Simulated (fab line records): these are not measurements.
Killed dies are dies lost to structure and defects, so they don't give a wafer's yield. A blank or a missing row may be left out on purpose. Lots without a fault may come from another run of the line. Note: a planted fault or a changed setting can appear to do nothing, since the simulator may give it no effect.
Matching of chambers | flow nand harc | NHARC_A_STAIRCASE_DESCUM_312 on rie diel-05 has 4 sister chambers
The step chemistry O2, time 3 s. 8 wafers are shown with their chamber, then 10 later ones without.

## EACH WAFER AND ITS CHAMBER
wafer  | chamber | drypump motor current A (A) | showerhead plenum p Torr (Torr)
L082.2 | 2       | 5.7                         | 1.77
L082.6 | 2       | 5.7                         | 1.77
L084.2 | 3       | 5.2                         | 1.96
L084.6 | 1       | 5.0                         | 1.95
L087.3 | 3       | 5.3                         | 1.95
L087.5 | 0       | 6.0                         | 1.80
L089.1 | 1       | 4.9                         | 1.95
L089.5 | 0       | 6.0                         | 1.80

## WAFERS WITH NO CHAMBER GIVEN
wafer  | drypump motor current A (A) | showerhead plenum p Torr (Torr)
L089.6 | 4.9                         | 1.95
L091.1 | 5.7                         | 1.76
L091.4 | 5.3                         | 1.95
L091.5 | 6.0                         | 1.79
L096.1 | 5.0                         | 1.94
L096.4 | 5.7                         | 2.07
L096.6 | 4.9                         | 1.94
L096.2 | 6.0                         | 1.79
L096.3 | 5.2                         | 1.94
L096.5 | 5.7                         | 2.07

## WHICH CHAMBER EACH WENT THROUGH
wafer  | from the rows above     | in truth
L089.6 | 1                       | 1
L091.1 | 2                       | 2
L091.4 | 3                       | 3
L091.5 | 0                       | 0
L096.1 | 1                       | 1
L096.4 | 3                       | 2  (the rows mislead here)
L096.6 | 1                       | 1
L096.2 | 0                       | 0
L096.3 | can't be placed: 3 or 1 | 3
L096.5 | 3                       | 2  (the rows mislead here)
Correctly placed: 7 of 10. Can't be placed from these rows: 1 (the true chamber is among the candidates in 1). 2 placed wrongly.
How it was worked out, from the rows above alone: a wafer's distance from a chamber is the root of the sum, over the readings, of the square of ((its reading less the chamber's mean) divided by the reading's scatter). The wafer belongs to the nearest chamber; if the next one is less than 2 further off, it can't be placed. Each chamber's mean is taken over the wafers shown for it. The scatter: take each reading less its chamber's mean, square it, sum over the shown wafers, divide by the number of wafers less the number of chambers, and take the root.
